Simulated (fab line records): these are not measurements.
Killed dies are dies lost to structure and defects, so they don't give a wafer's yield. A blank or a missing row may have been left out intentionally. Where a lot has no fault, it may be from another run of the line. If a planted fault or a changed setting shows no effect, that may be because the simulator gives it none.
3 desks looking at one fault	flow nandHarc	every desk sees just its own numbers, and what lay behind them comes last

## THE METROLOGY DESK
Lot by lot, what the gauges showed, no matter which tool ran the lot: averages of those sampled wafers that carry a number. A lot is out of limits, marked OUT, if its mean lies more than 4 standard deviations from the usual mean; the brackets give that distance.
Columns: A = cdNm at NHARC_A_CHANNEL_HOLE_D2_CD_MEAS_10, usual 99.5 nm; B = overlayXNm at NHARC_A_CHANNEL_HOLE_D2_OVL_MEAS_11, usual 0.0 nm; C = overlayYNm at NHARC_A_CHANNEL_HOLE_D2_OVL_MEAS_11, usual -0.2 nm
lot	first seen here	A	B	C
L161	day 14 01:13	99.1	0.0	1.0
L163	day 15 01:41	98.9	0.6	0.1
L170	day 17 13:50	99.2	-0.3	1.9
L171	day 18 02:56	99.5	0.1	-0.7
L178	day 21 06:20	98.9	-1.8	-0.8
L180	day 22 08:28	99.4	-0.3	0.3
This desk found nothing out of limits on any of the 6 lots.

## AT THE TOOL OWNER'S DESK: rieDiel-06
The tool's own readings at NHARC_A_CHANNEL_HOLE_D2_ETCH_39 (etches the open film in N2/H2, target depth 260 nm, time 325 s): means of the sampled wafers that have a number, for each lot that ran on this tool. A lot is out of limits, marked OUT, if its mean lies more than 4 standard deviations from the usual mean; the brackets give that distance. Of its 8 readings 7 are shown: the one that was out of limits first, and those that lie furthest out on some lot.
Columns: A = biasW at NHARC_A_CHANNEL_HOLE_D2_ETCH_39, usual 149.9 W; B = chamberPressureMTorr at NHARC_A_CHANNEL_HOLE_D2_ETCH_39, usual 29.997 mTorr; C = drypumpMotorCurrentA at NHARC_A_CHANNEL_HOLE_D2_ETCH_39, usual 5.5 A; D = oesProductAu at NHARC_A_CHANNEL_HOLE_D2_ETCH_39, usual 1.002 a.u.; E = rfVppV at NHARC_A_CHANNEL_HOLE_D2_ETCH_39, usual 430.7 V; F = runLengthS at NHARC_A_CHANNEL_HOLE_D2_ETCH_39, usual 346.4 s; G = throttleValvePct at NHARC_A_CHANNEL_HOLE_D2_ETCH_39, usual 14.171 %
lot	first seen here	A	B	C	D	E	F	G
L163	day 15 02:05	150.0	30.001	5.4	1.000	430.7	346.5	14.168
L170	day 17 14:14	150.1	30.004	5.4	1.005	431.2	279.8 (-99 or more) OUT	14.174
L171	day 18 03:17	149.4	29.963	5.2	1.008	431.8	280.0 (-99 or more) OUT	14.180
This desk finds L170, L171 out of limits, L170 being first, at day 17 14:14 (runLengthS at NHARC_A_CHANNEL_HOLE_D2_ETCH_39). Within limits: L163.

## THE DEFECT DESK
For each lot, the counts of the inspections along the route, averaged over the sampled wafers that have a number. A lot is out of limits, marked OUT, if its mean lies more than 4 standard deviations from the usual mean; the brackets give that distance.
Columns: A = rawDefectCount at NHARC_A_CHANNEL_HOLE_D2_INSPECT_12, usual 25
lot	first seen here	A
L161	day 14 01:21	50
L163	day 15 01:49	10
L170	day 17 13:58	59
L171	day 18 03:04	15
L178	day 21 06:27	20
L180	day 22 08:35	8
This desk found nothing out of limits on any of the 6 lots.

## PUT TOGETHER
At day 17 14:14, on L170, L171, the tool owner's desk was in a position to raise an alarm.
Nothing out of limits was seen by the metrology desk.
Nothing the defect desk looked at was out of limits.
The metrology desk holds a record of L170, L171, inside its limits.
The defect desk has L170, L171 on record, within its limits.
NHARC_A_CHANNEL_HOLE_D2_ETCH_39 was run on rieDiel-06 by each of the lots named.

## WHAT WAS PUT IN BY THE SIMULATOR
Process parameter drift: rieDiel-06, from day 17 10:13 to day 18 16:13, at NHARC_A_CHANNEL_HOLE_D2_ETCH_39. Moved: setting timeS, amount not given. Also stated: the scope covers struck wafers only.
Struck lots among those shown: L170, L171.
Time in hours from fault onset to the first out-of-limits reading at each desk: the tool owner's desk, 4.
